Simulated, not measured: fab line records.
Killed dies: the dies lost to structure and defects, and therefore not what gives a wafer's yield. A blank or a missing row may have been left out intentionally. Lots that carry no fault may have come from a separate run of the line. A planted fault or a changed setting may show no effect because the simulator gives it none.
fab line records	flow n5Finfet
record: lots: 7	wafers: 21
route steps=1938 shown MOL_CONTACT_COAG@538 BEOL_M0_SAQP@663 BEOL_M0@715 BEOL_M2@851
startH: the number of hours between the record's first day and the start of the first shown wafer of the lot	waitH: hours since the lot's step before	" repeats the value in the row above	L1.1+2: several wafers, shown together as one row	- either no value or no given start	* or withheld: withheld	< > ~ a bound
route shown NAME@n: names a module that has steps shown in the file, with the first one's number in the route	usual: mean and standard deviation over wafers with no fault	same: alike in all rows	chamber/n: place in a boat	sites: the reading at each site	_std_site: the standard deviation of these	_edge_site: mean of outer sites minus mean of inner sites	radiusMm: for every site, how far away it sits from the centre of the wafer	mask NAME#n: copy n	behind: tool/chamber where the wafer was last shaped	hold: what put the lot on hold/how long, in hours/how the hold closed	device: which transistor (n, p or np) failed to switch	end of line: the tests these same wafers got at the end of their route	where a step has no rows: the recipe by itself	killed: not the wafer's yield, but the dies lost to structure and defects at the first sort	map: a wafer's dies, x killed, . not, _ none there
set.NAME: the setting the step ran with; set.NAME@STEP: the setting that earlier step ran with	model.NAME: the simulator's own value behind a step, which no gauge read
lots with deliberately changed settings; one table per step, one row per wafer
== steps ==
step: N5_MOL_CONTACT_COAG_ETCH_110
recipe: chemistry: CF4/O2	target: Si	targetDepthA: 25	timeS: 8	pressureMtorr: 100	sourceW: 200	biasW: 12	ionEnergyEv: 60	Ar_flow_sccm: 100	cf4FlowSccm: 100	O2_flow_sccm: 10
usual: rfVppV: 128.1/1.6
lot.wafer	tool	chamber	startH	waitH	set.biasW	set.doseMj@MOL_CONTACT_COAG_EXPOSE_05	rfVppV	model.MOL_CONTACT_COAG.cdOffsetNm
L077.2	rieDiel-04	3	106.63	0.0	12	38.25	126.6	0.4
L077.3	"	0	"	"	13.09	38.25	138.1	0.4
L077.4	"	1	"	"	13.09	39.14	137.8	0.4
L080.2	rieDiel-05	3	123.66	0.0	12.69	35.44	132.7	-2
L080.4	"	0	"	"	12	35.44	127.3	-1.8
L080.5	"	3	"	"	12	38.25	126.9	-0.4
L084.1	rieDiel-05	2	148.52	0.0	12	38.25	128.6	0.4
L084.2	"	0	"	"	10.24	38.25	111.9	0
L084.4	"	1	"	"	10.24	38.25	113.8	0.2
L085.2	rieDiel-05	2	154.90	0.0	12	35.66	127.8	-1.4
L085.4	"	3	"	"	12	38.25	127.3	-0.2
L085.5	"	1	"	"	12	35.66	129.3	-1.2
L087.2	rieDiel-04	1	165.52	0.0	12	38.25	128.6	0.4
L087.3	"	2	"	"	12	38.25	128.2	0.2
L087.5	"	2	"	"	12	38.25	128.6	0.4
L090.2	rieDiel-05	2	189.16	0.0	12	38.25	128.4	0
L090.3	"	0	"	"	12	38.25	125.0	0
L090.5	"	3	"	"	12	38.25	127.4	-0.2
L091.1	rieDiel-03	2	191.25	0.0	10.77	40.02	116.1	0.8
L091.4	"	2	"	"	12	40.02	127.0	0.8
L091.6	"	3	"	"	10.77	38.25	119.1	0
step: N5_MOL_CONTACT_COAG_COAT_64
recipe: resist: underlayer	tempC: 205	timeS: 60	spinRpm: 1500	resistThkNm: 10
lot.wafer	tool	chamber	startH	waitH	set.spinRpm	model.underlayer_of_MOL_CONTACT_COAG_COAT_64.thkNm
L077.2	lithoTrack-03	0	-	-	1665	9.4
L077.3	"	0	"	"	1500	10
L077.4	"	0	"	"	1665	9.6
L080.2+4	lithoTrack-03	0	-	-	1581	9.8
L080.5	"	0	"	"	1500	10
L084.1+4	lithoTrack-01	0	-	-	1332	10.6
L084.2	"	0	"	"	1500	10
L085.2+5	lithoTrack-03	0	-	-	1500	10
L085.4	"	0	"	"	1407	10.4
L087.2	lithoTrack-01	0	-	-	1500	10
L087.3+5	"	0	"	"	1586	9.8
L090.2+3+5	lithoTrack-02	0	-	-	1500	10
L091.1+4+6	lithoTrack-03	0	-	-	1577	9.8
step: N5_MOL_CONTACT_COAG_COAT_34
recipe: resist: CAR-EUV	spinRpm: 1500	resistThkNm: 40
lot.wafer	tool	chamber	startH	waitH	set.spinRpm	model.CAR-EUV_of_MOL_CONTACT_COAG_COAT_34.thkNm
L077.2	lithoTrack-03	0	-	-	1633	38.2
L077.3	"	0	"	"	1500	39.8
L077.4	"	0	"	"	1633	38
L080.2+5	lithoTrack-03	0	-	-	1595	39
L080.4	"	0	"	"	1500	40
L084.1+4	lithoTrack-01	0	-	-	1633	38.4
L084.2	"	0	"	"	1500	40
L085.2+4	lithoTrack-03	0	-	-	1500	40
L085.5	"	0	"	"	1607	38.4
L087.2	lithoTrack-01	0	-	-	1500	40
L087.3+5	"	0	"	"	1428	41
L090.2	lithoTrack-02	0	-	-	1500	40
L090.3+5	"	0	"	"	1500	39.8
L091.1+6	lithoTrack-03	0	-	-	1500	40
L091.4	"	0	"	"	1500	39.8
step: N5_MOL_CONTACT_COAG_EBR_36
recipe: solvent: PGMEA	ebrWidthMm: 1.5
step: N5_MOL_CONTACT_COAG_SOFTBAKE_35
recipe: tempC: 110	timeS: 60	resist: CAR-EUV
step: N5_MOL_CONTACT_COAG_DESCUM_45
recipe: chemistry: O2	timeS: 7	sourcePowerW: 50	biasPowerW: 20	pressureMtorr: 20	rfFrequencyHz: 2.712e+07	tempC: 40	resist: CAR-EUV	o2FlowSccm: 225
step: N5_MOL_CONTACT_COAG_ETCH_65
recipe: chemistry: N2/H2	target: underlayer	targetDepthA: 130	maskMaterial: CAR-EUV	timeS: 10.4	ionEnergyEv: 200	pressureMtorr: 30	sourceW: 840	biasW: 150	n2FlowSccm: 200	h2FlowSccm: 200	ends: cleared
lot.wafer	tool	chamber	startH	waitH	set.spinRpm@MOL_CONTACT_COAG_COAT_64	set.spinRpm@MOL_CONTACT_COAG_COAT_34	model.CAR-EUV_of_MOL_CONTACT_COAG_COAT_34.thkNm	model.etch.depthNm
L077.2	rieDiel-03	3	122.54	0.0	1665	1633	23.4	9.498
L077.3	"	0	"	"	1500	1500	24.6	10.06
L077.4	"	1	"	"	1665	1633	23.2	9.511
L080.2	rieDiel-04	0	135.85	0.0	1581	1595	23.8	9.754
L080.4	"	2	"	"	1581	1500	24.8	9.734
L080.5	"	3	"	"	1500	1595	23.4	10.02
L084.1	rieDiel-03	2	158.07	0.0	1332	1633	22.2	10.65
L084.2	"	1	"	"	1500	1500	24.6	10.01
L084.4	"	0	"	"	1332	1633	22.4	10.66
L085.2	rieDiel-05	0	164.75	0.0	1500	1500	24.6	10.02
L085.4	"	2	"	"	1407	1500	24.2	10.35
L085.5	"	1	"	"	1500	1607	23.2	10.02
L087.2	rieDiel-05	1	176.46	0.0	1500	1500	24.6	10.03
L087.3	"	2	"	"	1586	1428	26	9.74
L087.5	"	1	"	"	1586	1428	26	9.792
L090.2	rieDiel-04	0	200.92	0.0	1500	1500	24.6	9.994
L090.3	"	3	"	"	1500	1500	24.4	10.01
L090.5	"	0	"	"	1500	1500	24.6	9.982
L091.1	rieDiel-04	2	203.72	0.0	1577	1500	25	9.741
L091.4	"	3	"	"	1577	1500	24.8	9.716
L091.6	"	1	"	"	1577	1500	25	9.708
step: N5_BEOL_M0_SAQP_SPACER1_ALD_98
recipe: material: SiO2	targetThkA: 128	tempC: 300	aldPrecursorFamily: BDEAS	aldCoReactant: O2-plasma	pulseTimeS: 1	purgeTimeS: 2	coReactantPurgeTimeS: 2	aldCycles: 138	pressureTorr: 2
lot.wafer	tool	chamber	startH	waitH	set.aldCycles	model.SiO2_of_BEOL_M0_SAQP_SPACER1_ALD_98.thkNm
L077.2	aldSin-01	1	132.87	0.5	149	13.8
L077.3	"	2	"	"	138	12.8
L077.4	"	0	"	"	138	12.6
L080.2	aldSin-04	3	143.74	0.8	147	13.6
L080.4	"	0	"	"	138	12.8
L080.5	"	3	"	"	138	13
L084.1	aldSin-01	2	165.84	0.3	138	12.8
L084.2+4	"	3,0	"	"	138	12.6
L085.2+4	aldSin-03	0,3	172.74	0.3	138	12.8
L085.5	"	3	"	"	121	11.2
L087.2+3+5	aldSin-04	0,3,1	186.38	0.6	138	12.8
L090.2+3+5	aldSin-01	1,0,3	208.89	0.3	138	12.8
L091.1	aldSin-04	1	211.93	0.3	147	13.6
L091.4+6	"	2	"	"	138	12.8
step: N5_BEOL_M0_SAQP_SPACER1_ETCHBACK_99
recipe: chemistry: CHF3/O2	mode: anisotropicEtchback	target: SiO2	targetDepthA: 154	timeS: 7.7	pressureMtorr: 30	sourceW: 650	biasW: 170	Ar_flow_sccm: 200	CHF3_flow_sccm: 50	O2_flow_sccm: 5	ionEnergyEv: 200
step: N5_BEOL_M0_SAQP_MANDREL1_REMOVE_100
recipe: chemistry: HBr/Cl2/O2	btTimeS: 10	target: a-Si	stopOn: SiNx	endpoint: OES-SiCl	overEtchFrac: 0.85	icpW: 600	biasW: 30	HBr_flow_sccm: 150	Cl2_flow_sccm: 80	O2_flow_sccm: 5	pressureMtorr: 10
lot.wafer	tool	chamber	startH	waitH	set.aldCycles@BEOL_M0_SAQP_SPACER1_ALD_98	model.BEOL_M0_SAQP.cdNm	model.SiO2_of_BEOL_M0_SAQP_SPACER1_ALD_98.thkNm
L077.2	rieSi-04	2	133.43	0.1	149	14	8.4
L077.3	"	1	"	"	138	13	7.4
L077.4	"	3	"	"	138	12.8	7.4
L080.2	rieSi-04	0	144.41	0.1	147	13.6	8.2
L080.4	"	3	"	"	138	12.8	7.4
L080.5	"	0	"	"	138	12.8	7.6
L084.1+2	rieSi-04	2,3	166.40	0.1	138	12.8	7.4
L084.4	"	0	"	"	138	12.6	7.4
L085.2+4	rieSi-04	1,2	173.31	0.1	138	12.8	7.4
L085.5	"	3	"	"	121	11.2	5.8
L087.2+5	rieSi-04	2,3	187.13	0.1	138	12.8	7.4
L087.3	"	0	"	"	138	12.6	7.4
L090.2	rieSi-02	3	209.54	0.1	138	13	7.4
L090.3+5	"	1,2	"	"	138	12.8	7.4
L091.1	rieSi-04	0	212.49	0.1	147	13.6	8.2
L091.4+6	"	1,0	"	"	138	12.8	7.4
step: N5_BEOL_M0_SAQP_CD_MEAS_25
recipe: targetCdNm: 13.1	landingEnergyEv: 1000	detector: seInlens
usual: cdNm: 12.83/0.23
lot.wafer	tool	chamber	startH	waitH	set.aldCycles@BEOL_M0_SAQP_SPACER1_ALD_98	cdNm
L077.2	cdSem-02	0	133.55	0.1	149	14.15
L077.3	"	0	"	"	138	13.06
L077.4	"	0	"	"	138	12.62
L080.2	cdSem-03	0	144.52	0.1	147	13.60
L080.4	"	0	"	"	138	12.52
L080.5	"	0	"	"	138	12.64
L084.1	cdSem-02	0	166.51	0.1	138	12.97
L084.2	"	0	"	"	138	12.85
L084.4	"	0	"	"	138	12.91
L085.2	cdSem-02	0	173.42	0.1	138	12.85
L085.4	"	0	"	"	138	13.01
L085.5	"	0	"	"	121	11.24
L087.2	cdSem-02	0	187.24	0.1	138	12.81
L087.3	"	0	"	"	138	12.19
L087.5	"	0	"	"	138	12.60
L090.2	cdSem-02	0	209.65	0.1	138	13.04
L090.3	"	0	"	"	138	13.17
L090.5	"	0	"	"	138	12.78
L091.1	cdSem-01	0	212.60	0.1	147	13.46
L091.4	"	0	"	"	138	12.74
L091.6	"	0	"	"	138	12.68
step: N5_BEOL_M0_ETCH_138
recipe: chemistry: CH3F/O2	targetDepthA: 120	target: SiCN	timeS: 31.6	ionEnergyEv: 120	pressureMtorr: 30	sourceW: 395	biasW: 75	Ar_flow_sccm: 150	CH3F_flow_sccm: 30	O2_flow_sccm: 20	ends: cleared
usual: rfVppV: 297.2/2.1
lot.wafer	tool	chamber	startH	waitH	set.biasW	rfVppV
L077.2	rieDiel-05	0	137.40	0.0	70.6	286.8
L077.3	"	2	"	"	75	291.9
L077.4	"	3	"	"	75	301.2
L080.2	rieDiel-04	1	148.65	0.0	75	297.4
L080.4	"	3	"	"	80.66	311.6
L080.5	"	2	"	"	75	296.4
L084.1	rieDiel-05	0	170.94	0.0	70.52	285.3
L084.2	"	2	"	"	70.52	282.3
L084.4	"	3	"	"	75	301.2
L085.2	rieDiel-04	2	177.77	0.0	75	295.9
L085.4	"	0	"	"	75	301.0
L085.5	"	3	"	"	75	295.8
L087.2	rieDiel-05	1	192.54	0.0	75	296.8
L087.3	"	2	"	"	75	293.8
L087.5	"	2	"	"	75	293.9
L090.2	rieDiel-05	0	213.57	0.0	75	296.7
L090.3	"	3	"	"	75	300.6
L090.5	"	0	"	"	75	297.8
L091.1	rieDiel-05	3	216.69	0.0	75	299.6
L091.4	"	2	"	"	75	294.2
L091.6	"	1	"	"	75	299.9
step: N5_BEOL_M0_ETCH_109
recipe: chemistry: CH3F/O2	targetDepthA: 80	overetchA: 24	target: SiCN	timeS: 27.4	ionEnergyEv: 120	pressureMtorr: 30	sourceW: 395	biasW: 75	Ar_flow_sccm: 150	CH3F_flow_sccm: 30	O2_flow_sccm: 20
usual: rfVppV: 297.2/1.8
lot.wafer	tool	chamber	startH	waitH	set.biasW	rfVppV
L077.2	rieDiel-03	3	138.63	0.0	75	299.1
L077.3	"	1	"	"	75	298.7
L077.4	"	2	"	"	75	297.0
L080.2	rieDiel-03	0	149.45	0.1	75	293.3
L080.4	"	1	"	"	75	298.6
L080.5	"	2	"	"	68.31	280.0
L084.1	rieDiel-04	2	171.63	0.0	75	294.5
L084.2	"	0	"	"	75	298.9
L084.4	"	1	"	"	75	296.7
L085.2	rieDiel-05	3	183.83	0.1	75	299.1
L085.4	"	2	"	"	75	293.7
L085.5	"	3	"	"	75	299.8
L087.2	rieDiel-05	3	194.66	0.3	75	299.6
L087.3	"	0	"	"	75	297.5
L087.5	"	2	"	"	64.18	265.9
L091.1	rieDiel-04	0	219.69	0.0	75	300.8
L091.4	"	3	"	"	65.75	272.6
L091.6	"	2	"	"	75	296.6
L090.2	rieDiel-04	0	219.81	0.0	75	299.2
L090.3	"	1	"	"	75	295.4
L090.5	"	0	"	"	75	300.0
step: N5_BEOL_M2_EXPOSE_08
recipe: maskId: M2	na: 0.33	sourceShape: dipole	sigmaInner: 0.369	sigmaOuter: 0.767	polarization: unpolarized	doseMj: 41.25
lot.wafer	tool	chamber	startH	waitH	mask	set.doseMj
L077.2+3+4	euvScanner-02	0	156.74	-	M2#0	41.25
L080.2	euvScanner-01	0	167.82	-	M2#0	41.25
L080.4+5	"	0	"	"	M2#0	39.11
L085.2+4+5	euvScanner-02	0	197.91	-	M2#0	41.25
L084.1+4	euvScanner-01	0	198.07	-	M2#0	42.06
L084.2	"	0	"	"	M2#0	41.25
L087.2+5	euvScanner-02	0	207.98	-	M2#0	39.03
L087.3	"	0	"	"	M2#0	41.25
L091.1+6	euvScanner-01	0	233.62	-	M2#0	41.25
L091.4	"	0	"	"	M2#0	38.41
L090.2+3+5	euvScanner-02	0	235.17	-	M2#0	41.25
step: N5_BEOL_M2_PEB_09
recipe: pebTempC: 100	pebTimeS: 60	resist: CAR-EUV
step: N5_BEOL_M2_DEVELOP_10
recipe: developTimeS: 30	developer: TMAH	resist: CAR-EUV	rinseLiquid: surfactantRinse	dry: airSpin	devTempC: 23
step: N5_BEOL_M2_CD_MEAS_11
recipe: targetCdNm: 16.79	landingEnergyEv: 500	detector: seInlens	polarity: opening
usual: cdNm: 16.86/0.25
lot.wafer	tool	chamber	startH	waitH	set.doseMj@BEOL_M2_EXPOSE_08	cdNm
L077.2	cdSem-01	0	156.87	-	41.25	17.16
L077.3	"	0	"	"	41.25	17.25
L077.4	"	0	"	"	41.25	16.98
L080.2	cdSem-02	0	167.94	-	41.25	16.95
L080.4	"	0	"	"	39.11	15.79
L080.5	"	0	"	"	39.11	15.92
L085.2	cdSem-02	0	198.04	-	41.25	16.98
L085.4	"	0	"	"	41.25	17.18
L085.5	"	0	"	"	41.25	16.92
L084.1	cdSem-02	0	198.21	-	42.06	17.06
L084.2	"	0	"	"	41.25	17.09
L084.4	"	0	"	"	42.06	17.31
L087.2	cdSem-01	0	208.11	-	39.03	15.84
L087.3	"	0	"	"	41.25	16.66
L087.5	"	0	"	"	39.03	15.84
L091.1	cdSem-01	0	233.75	-	41.25	16.21
L091.4	"	0	"	"	38.41	15.51
L091.6	"	0	"	"	41.25	16.42
L090.2	cdSem-02	0	235.30	-	41.25	16.86
L090.3	"	0	"	"	41.25	16.89
L090.5	"	0	"	"	41.25	16.55
== key ==
split: step: N5_MOL_CONTACT_COAG_ETCH_110	setting: biasW	stated: 12	by: wafer
response: step: N5_MOL_CONTACT_COAG_ETCH_110	reading: rfVppV	change: +1.06	per: 1%	r: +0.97
split: step: N5_MOL_CONTACT_COAG_COAT_64	setting: spinRpm	stated: 1500	by: wafer
response: step: N5_MOL_CONTACT_COAG_COAT_64	reading: model.underlayer_of_MOL_CONTACT_COAG_COAT_64.thkNm	change: -0.0488	per: 1%	r: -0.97
response: step: N5_MOL_CONTACT_COAG_ETCH_65	reading: model.etch.depthNm	change: -0.0529	per: 1%	r: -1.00
split: step: N5_MOL_CONTACT_COAG_COAT_34	setting: spinRpm	stated: 1500	by: wafer
response: step: N5_MOL_CONTACT_COAG_COAT_34	reading: model.CAR-EUV_of_MOL_CONTACT_COAG_COAT_34.thkNm	change: -0.191	per: 1%	r: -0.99
response: step: N5_MOL_CONTACT_COAG_ETCH_65	reading: model.CAR-EUV_of_MOL_CONTACT_COAG_COAT_34.thkNm	change: -0.202	per: 1%	r: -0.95
split: step: N5_BEOL_M0_SAQP_SPACER1_ALD_98	setting: aldCycles	stated: 138	by: wafer
response: step: N5_BEOL_M0_SAQP_SPACER1_ALD_98	reading: model.SiO2_of_BEOL_M0_SAQP_SPACER1_ALD_98.thkNm	change: +0.127	per: 1%	r: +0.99
response: step: N5_BEOL_M0_SAQP_MANDREL1_REMOVE_100	reading: model.BEOL_M0_SAQP.cdNm	change: +0.13	per: 1%	r: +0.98
response: step: N5_BEOL_M0_SAQP_MANDREL1_REMOVE_100	reading: model.SiO2_of_BEOL_M0_SAQP_SPACER1_ALD_98.thkNm	change: +0.125	per: 1%	r: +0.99
response: step: N5_BEOL_M0_SAQP_CD_MEAS_25	reading: cdNm	change: +0.143	per: 1%	r: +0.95
split: step: N5_BEOL_M0_ETCH_138	setting: biasW	stated: 75	by: wafer
response: step: N5_BEOL_M0_ETCH_138	reading: rfVppV	change: +2.14	per: 1%	r: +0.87
split: step: N5_BEOL_M0_ETCH_109	setting: biasW	stated: 75	by: wafer
response: step: N5_BEOL_M0_ETCH_109	reading: rfVppV	change: +2.12	per: 1%	r: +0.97
split: step: N5_BEOL_M2_EXPOSE_08	setting: doseMj	stated: 41.25	by: wafer
response: step: N5_BEOL_M2_CD_MEAS_11	reading: cdNm	change: +0.148	per: 1%	r: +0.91
split outsideThisFile step=N5_MOL_CONTACT_COAG_EXPOSE_05 setting=doseMj
split outsideThisFile: this setting was split too, and the file shows its column; the key of that split is in another file
